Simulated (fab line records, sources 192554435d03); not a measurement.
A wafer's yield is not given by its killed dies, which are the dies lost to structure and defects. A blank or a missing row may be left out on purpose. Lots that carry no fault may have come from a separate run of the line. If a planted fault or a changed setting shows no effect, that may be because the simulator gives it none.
Matching of chambers    flow n5 finfet    4 sister chambers for N5_BEOL_M10_VIA_ETCH_34 on rie diel-06
The step etches SiCOH lowk in C4F6/O2, target depth 184.5 nm, time 69.2 s. 24 wafers are shown with their chamber, then 12 later ones without.

WAFERS WITH THEIR CHAMBER
wafer   chamber  drypump motor current A (A)  rf vpp V (V)  showerhead plenum p Torr (Torr)
L074.1  3        5.9                          645           2.74
L074.3  0        5.2                          651           2.93
L074.5  0        5.2                          652           2.93
L076.1  0        5.2                          653           2.92
L076.4  2        5.2                          668           2.95
L076.6  1        5.2                          676           2.82
L075.2  2        5.1                          667           2.95
L075.4  3        5.9                          642           2.73
L075.6  3        5.9                          643           2.73
L078.2  0        5.2                          652           2.92
L078.4  3        5.9                          643           2.73
L078.6  2        5.1                          669           2.95
L085.2  0        5.2                          651           2.91
L085.5  0        5.2                          651           2.91
L085.6  3        5.9                          643           2.72
L084.2  0        5.2                          651           2.91
L084.5  3        5.9                          643           2.72
L084.6  0        5.2                          652           2.91
L087.2  3        5.9                          642           2.72
L087.3  0        5.2                          651           2.91
L087.6  0        5.2                          653           2.91
L086.1  0        5.2                          651           2.91
L086.3  2        5.1                          668           2.94
L086.5  1        5.2                          676           2.81

SIGNATURES (averages over the wafers above)
reading                   chamber 0  chamber 1  chamber 2  chamber 3  scatter within a chamber
drypump motor current A   5.200      5.200      5.125      5.900      0.0194
rf vpp V                  651.64     676.00     668.00     643.00     0.853
showerhead plenum p Torr  2.9155     2.8150     2.9475     2.7271     0.00755
Rule: for each reading, subtract the chamber's mean from the wafer's reading, divide by that reading's scatter and square the result; add these up over the readings and take the root, which gives the wafer's distance from the chamber. If the next closest chamber is less than 2 further off than the closest, the wafer can't be placed; otherwise it belongs to the closest. How the scatter is found: for the shown wafers, subtract from each reading the mean of its chamber, square and add these, divide the total by (wafers less chambers), then take the root.

WAFERS MISSING THEIR CHAMBER
wafer   drypump motor current A (A)  rf vpp V (V)  showerhead plenum p Torr (Torr)
L091.2  5.2                          675           2.81
L091.5  5.1                          668           2.94
L091.6  5.2                          674           2.81
L095.2  5.9                          644           2.71
L095.5  5.2                          675           2.80
L095.6  5.2                          652           2.91
L096.1  5.9                          643           2.71
L096.2  5.2                          652           2.91
L096.5  5.2                          651           2.91
L097.3  5.2                          677           2.80
L097.4  5.2                          675           2.80
L097.5  5.1                          668           2.93

THE CHAMBER EACH PASSED THROUGH
wafer   from the rows above  in truth
L091.2  1                    1
L091.5  2                    2
L091.6  1                    1
L095.2  3                    3
L095.5  1                    1
L095.6  0                    0
L096.1  3                    3
L096.2  0                    0
L096.5  0                    0
L097.3  1                    1
L097.4  1                    1
L097.5  2                    2
Correct placement for 12 of the 12. Number that these rows cannot place: 0. 0 placed wrongly.
